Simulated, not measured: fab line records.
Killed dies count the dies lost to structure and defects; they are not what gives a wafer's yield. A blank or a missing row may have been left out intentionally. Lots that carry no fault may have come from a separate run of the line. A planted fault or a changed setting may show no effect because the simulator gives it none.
Chamber matching + flow n5Finfet + N5_BEOL_M10_STRIP_36 on rieDiel-01: 4 sister chambers
The step strips in N2/H2. 4 wafers are shown with their chamber, then 10 later ones without.

== WAFERS PAIRED WITH THEIR CHAMBERS ==
| wafer  | chamber | drypumpMotorCurrentA (A) |
|--------|---------|--------------------------|
| L087.2 | 3       | 5.6                      |
| L087.3 | 1       | 6.0                      |
| L091.1 | 0       | 5.2                      |
| L091.2 | 2       | 6.3                      |

== WAFERS MISSING THEIR CHAMBER ==
| wafer  | drypumpMotorCurrentA (A) |
|--------|--------------------------|
| L091.5 | 6.3                      |
| L090.3 | 6.3                      |
| L090.4 | 5.2                      |
| L090.5 | 5.5                      |
| L093.1 | 6.3                      |
| L093.2 | 5.5                      |
| L093.3 | 6.1                      |
| L094.2 | 5.5                      |
| L094.4 | 6.2                      |
| L094.5 | 6.3                      |

== WHICH CHAMBER EACH ONE RAN IN ==
| wafer  | from the rows above     | in truth |
|--------|-------------------------|----------|
| L091.5 | 2                       | 2        |
| L090.3 | 2                       | 2        |
| L090.4 | 0                       | 0        |
| L090.5 | 3                       | 3        |
| L093.1 | 2                       | 2        |
| L093.2 | 3                       | 3        |
| L093.3 | can't be placed: 1 or 2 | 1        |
| L094.2 | 3                       | 3        |
| L094.4 | can't be placed: 2 or 1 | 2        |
| L094.5 | 2                       | 2        |
8 of 10 placed correctly. Not placeable from these rows: 2 (in 2, the candidates include the true chamber). 0 placed wrongly.
How it was worked out, from the rows above alone: a wafer's distance from a chamber is the root of the sum, over the readings, of the square of ((its reading less the chamber's mean) divided by the reading's scatter). If the next closest chamber is less than 2 further off than the closest, the wafer can't be placed; otherwise it belongs to the closest. For every chamber, the mean is computed from those of its wafers that are shown. The scatter: with one shown wafer a chamber, the root of the mean of the squares of how far each hidden wafer lies from its nearest shown one.
